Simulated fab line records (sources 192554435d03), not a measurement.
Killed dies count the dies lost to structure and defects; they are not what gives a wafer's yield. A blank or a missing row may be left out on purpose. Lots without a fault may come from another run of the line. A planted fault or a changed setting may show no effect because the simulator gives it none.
Split-lot trial :: flow n5 finfet :: route with 1938 steps; 7 lots, 21 wafers read

THE SPLIT
At N5_BEOL_M14_SPUTTER_43 (material TaN, target thk 15 nm, time 24.19 s), the setting power w was moved away from the recipe's 15000 W on 8 of the 21 wafers read, by -13.4% to +13.9%. The other wafers ran this setting at the recipe's value.

The reading comes from the split's own step.

THE READING
TaN_of_BEOL_M14_SPUTTER_43.thk nm (the simulator's own value, which no gauge read), in nm, at N5_BEOL_M14_SPUTTER_43 (material TaN, target thk 15 nm, time 24.19 s). The file gives no usual value for it. Here, 13 wafers ran the recipe; their average is 15.2 nm with a standard deviation of 0.18 nm.

wafer: L074.1
tool, chamber at the split: pvd sputter-03, -
power w as run, W: 15000
against the recipe: recipe
TaN_of_BEOL_M14_SPUTTER_43.thk nm, nm: 15.2
against lot-mates on the recipe: -

wafer: L074.5
tool, chamber at the split: pvd sputter-03, -
power w as run, W: 15000
against the recipe: recipe
TaN_of_BEOL_M14_SPUTTER_43.thk nm, nm: 15.2
against lot-mates on the recipe: -

wafer: L074.4
tool, chamber at the split: pvd sputter-03, -
power w as run, W: 15950
against the recipe: +6.3%
TaN_of_BEOL_M14_SPUTTER_43.thk nm, nm: 16.2
against lot-mates on the recipe: +1.0

wafer: L076.1
tool, chamber at the split: pvd sputter-01, -
power w as run, W: 15000
against the recipe: recipe
TaN_of_BEOL_M14_SPUTTER_43.thk nm, nm: 15
against lot-mates on the recipe: -

wafer: L076.2
tool, chamber at the split: pvd sputter-01, -
power w as run, W: 15000
against the recipe: recipe
TaN_of_BEOL_M14_SPUTTER_43.thk nm, nm: 15
against lot-mates on the recipe: -

wafer: L076.3
tool, chamber at the split: pvd sputter-01, -
power w as run, W: 15000
against the recipe: recipe
TaN_of_BEOL_M14_SPUTTER_43.thk nm, nm: 15
against lot-mates on the recipe: -

wafer: L078.2
tool, chamber at the split: pvd sputter-02, -
power w as run, W: 15000
against the recipe: recipe
TaN_of_BEOL_M14_SPUTTER_43.thk nm, nm: 15.2
against lot-mates on the recipe: -

wafer: L078.3
tool, chamber at the split: pvd sputter-02, -
power w as run, W: 17010
against the recipe: +13.4%
TaN_of_BEOL_M14_SPUTTER_43.thk nm, nm: 17
against lot-mates on the recipe: +1.7

wafer: L078.6
tool, chamber at the split: pvd sputter-02, -
power w as run, W: 15000
against the recipe: recipe
TaN_of_BEOL_M14_SPUTTER_43.thk nm, nm: 15.4
against lot-mates on the recipe: -

wafer: L077.1
tool, chamber at the split: pvd sputter-02, -
power w as run, W: 17090
against the recipe: +13.9%
TaN_of_BEOL_M14_SPUTTER_43.thk nm, nm: 17.2
against lot-mates on the recipe: +2.4

wafer: L077.3
tool, chamber at the split: pvd sputter-02, -
power w as run, W: 17090
against the recipe: +13.9%
TaN_of_BEOL_M14_SPUTTER_43.thk nm, nm: 16.8
against lot-mates on the recipe: +2.0

wafer: L077.6
tool, chamber at the split: pvd sputter-02, -
power w as run, W: 15000
against the recipe: recipe
TaN_of_BEOL_M14_SPUTTER_43.thk nm, nm: 14.8
against lot-mates on the recipe: -

wafer: L081.1
tool, chamber at the split: pvd sputter-01, -
power w as run, W: 15000
against the recipe: recipe
TaN_of_BEOL_M14_SPUTTER_43.thk nm, nm: 15.2
against lot-mates on the recipe: -

wafer: L081.3
tool, chamber at the split: pvd sputter-01, -
power w as run, W: 16890
against the recipe: +12.6%
TaN_of_BEOL_M14_SPUTTER_43.thk nm, nm: 17.2
against lot-mates on the recipe: +2.0

wafer: L081.4
tool, chamber at the split: pvd sputter-01, -
power w as run, W: 16890
against the recipe: +12.6%
TaN_of_BEOL_M14_SPUTTER_43.thk nm, nm: 17.2
against lot-mates on the recipe: +2.0

wafer: L085.1
tool, chamber at the split: pvd sputter-02, -
power w as run, W: 15000
against the recipe: recipe
TaN_of_BEOL_M14_SPUTTER_43.thk nm, nm: 15.4
against lot-mates on the recipe: -

wafer: L085.4
tool, chamber at the split: pvd sputter-02, -
power w as run, W: 15000
against the recipe: recipe
TaN_of_BEOL_M14_SPUTTER_43.thk nm, nm: 15.4
against lot-mates on the recipe: -

wafer: L085.5
tool, chamber at the split: pvd sputter-02, -
power w as run, W: 12990
against the recipe: -13.4%
TaN_of_BEOL_M14_SPUTTER_43.thk nm, nm: 13
against lot-mates on the recipe: -2.4

wafer: L088.1
tool, chamber at the split: pvd sputter-03, -
power w as run, W: 13870
against the recipe: -7.5%
TaN_of_BEOL_M14_SPUTTER_43.thk nm, nm: 14
against lot-mates on the recipe: -1.3

wafer: L088.2
tool, chamber at the split: pvd sputter-03, -
power w as run, W: 15000
against the recipe: recipe
TaN_of_BEOL_M14_SPUTTER_43.thk nm, nm: 15.2
against lot-mates on the recipe: -

wafer: L088.3
tool, chamber at the split: pvd sputter-03, -
power w as run, W: 15000
against the recipe: recipe
TaN_of_BEOL_M14_SPUTTER_43.thk nm, nm: 15.4
against lot-mates on the recipe: -

THE FIT
A straight line over all 21 wafers: TaN_of_BEOL_M14_SPUTTER_43.thk nm changes by +0.148 nm for each +1% of power w; r = +0.98; the points scatter about the line by 0.2 nm.
The same after taking each lot's own level away (the mean of its wafers on the recipe; 21 wafers): +0.159 nm for each +1%; r = +0.99; scatter 0.14 nm.
According to that fit, moving power w by its largest amount changes the reading by 2.2 nm.
The span of the lots' own levels, 14.80 to 15.40 nm, comes to 3.3 times the standard deviation stated above.
The two slopes agree, so the slope changes little with the lot-to-lot level.
Check: with one of the wafers moved furthest among these (+13.9%) left out of the fit, the line predicts +2.13 nm for it against its lot-mates. It came out at +2.4 nm against them.

FURTHER SPLITS ON THESE WAFERS
Note: prior to the reading, these wafers also went through further splits. Each is held against what the fit with the lots' levels taken away leaves over:
other split on the same wafers: N5_BEOL_M14_TRENCH_ETCH_34 bias w
wafers away from the commonest value: 6
r with TaN_of_BEOL_M14_SPUTTER_43.thk nm (lot level and that fit taken away): -0.10

FILE'S OWN FIT
TaN_of_BEOL_M14_SPUTTER_43.thk nm changes by +0.157 nm for each +1% of power w, r = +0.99.
